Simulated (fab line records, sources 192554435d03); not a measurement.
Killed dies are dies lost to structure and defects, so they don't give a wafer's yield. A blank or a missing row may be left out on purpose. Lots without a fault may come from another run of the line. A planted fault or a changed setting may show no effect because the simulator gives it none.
Split-lot experiment | flow n5_finfet | 7 lots, 21 wafers read, on a route of 1938 steps

THE SPLIT
At N5_BEOL_M7_ILD_DEP_00 (deposits SiCOH lowk from DEMS/porogen, target thk 179.75 nm, time 33.4 s), the setting time_s was moved away from the recipe's 33.4 s on 6 of the 21 wafers read, by -8.2% to +13.4%. The other wafers ran this setting at the recipe's value.

FROM THE SPLIT TO THE READING: what the file shows between them, 1 step
- N5_BEOL_M7_CURE_74: cures SiCOH lowk, time 240 s

THE READING
M7_ILD_THK, in nm, at N5_BEOL_M7_THK_MEAS_01. Fault-free wafers of this fab line usually give 153.9 nm, standard deviation 2.2 nm.

wafer  | tool, chamber at the split | time_s as run, s | against the recipe | M7_ILD_THK, nm | against lot-mates on the recipe
L074.1 | pecvd-04, 1                | 33.4             | recipe             | 152.7          | -
L074.3 | pecvd-04, 0                | 37.87            | +13.4%             | 173.6          | +18.2
L074.6 | pecvd-04, 0                | 33.4             | recipe             | 158.0          | -
L078.1 | pecvd-02, 0                | 31.1             | -6.9%              | 141.1          | -10.8
L078.2 | pecvd-02, 1                | 33.4             | recipe             | 150.4          | -
L078.5 | pecvd-02, 0                | 33.4             | recipe             | 153.4          | -
L081.1 | pecvd-02, 0                | 33.4             | recipe             | 150.4          | -
L081.2 | pecvd-02, 2                | 33.4             | recipe             | 153.5          | -
L081.5 | pecvd-02, 0                | 33.4             | recipe             | 152.3          | -
L090.1 | pecvd-04, 0                | 33.4             | recipe             | 153.5          | -
L090.2 | pecvd-04, 2                | 33.4             | recipe             | 152.9          | -
L090.3 | pecvd-04, 1                | 33.4             | recipe             | 153.6          | -
L088.1 | pecvd-04, 2                | 33.4             | recipe             | 154.0          | -
L088.3 | pecvd-04, 1                | 33.4             | recipe             | 155.6          | -
L088.6 | pecvd-04, 1                | 33.4             | recipe             | 157.2          | -
L097.1 | pecvd-02, 1                | 36.34            | +8.8%              | 166.7          | +10.5
L097.5 | pecvd-02, 2                | 36.34            | +8.8%              | 172.3          | +16.1
L097.6 | pecvd-02, 1                | 33.4             | recipe             | 156.2          | -
L096.1 | pecvd-01, 0                | 30.65            | -8.2%              | 142.5          | -14.5
L096.2 | pecvd-01, 2                | 30.65            | -8.2%              | 143.0          | -14.0
L096.4 | pecvd-01, 1                | 33.4             | recipe             | 157.0          | -

THE FIT
A straight line over all 21 wafers: M7_ILD_THK changes by +1.56 nm for each +1% of time_s; r = +0.96; the points scatter about the line by 2.4 nm.
The same after taking each lot's own level away (the mean of its wafers on the recipe; 21 wafers): +1.53 nm for each +1%; r = +0.98; scatter 1.7 nm.
On that fit, the largest move of time_s shifts the reading by 20 nm.
The lots' own levels span 151.90 to 157.00 nm, that is 2.3 times the standard deviation above.
So the lot-to-lot level changes the slope little: the two slopes agree.
Check: with one of the wafers moved furthest among these (+13.4%) left out of the fit, the line predicts +21.3 nm for it against its lot-mates. It came out at +18.2 nm against them.

OTHER SPLITS ON THESE WAFERS
These wafers also went through other splits before the reading. Each is held against what the fit with the lots' levels taken away leaves over:
other split on the same wafers | wafers away from the commonest value | r with M7_ILD_THK (lot level and that fit taken away)
N5_BEOL_M4_SPUTTER_79 time_s   | 8                                    | -0.06
N5_BEOL_M5_COAT_74 spin_rpm    | 4                                    | +0.06
N5_BEOL_M5_EXPOSE_25 dose_mj   | 8                                    | +0.23
N5_BEOL_M6_ILD_DEP_00 time_s   | 9                                    | -0.17

THE WHOLE CHAIN: every reading that the file lists as answering this split, in the file's order
step                   | what it does                                                             | reading                                                                                  | change (the file's fit)              | r (the file's)
N5_BEOL_M7_ILD_DEP_00  | deposits SiCOH lowk from DEMS/porogen, target thk 179.75 nm, time 33.4 s | SiCOH_lowk_of_BEOL_M7_ILD_DEP_00.thk_nm (the simulator's own value, which no gauge read) | +1.71 nm for each +1% of the setting | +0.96
N5_BEOL_M7_CURE_74     | cures SiCOH lowk, time 240 s                                             | SiCOH_lowk_of_BEOL_M7_ILD_DEP_00.thk_nm (the simulator's own value, which no gauge read) | +1.49 nm for each +1% of the setting | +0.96
N5_BEOL_M7_THK_MEAS_01 |                                                                          | M7_ILD_THK                                                                               | +1.49 for each +1% of the setting    | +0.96

THE FILE'S OWN FIT
M7_ILD_THK changes by +1.49 nm for each +1% of time_s, r = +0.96.
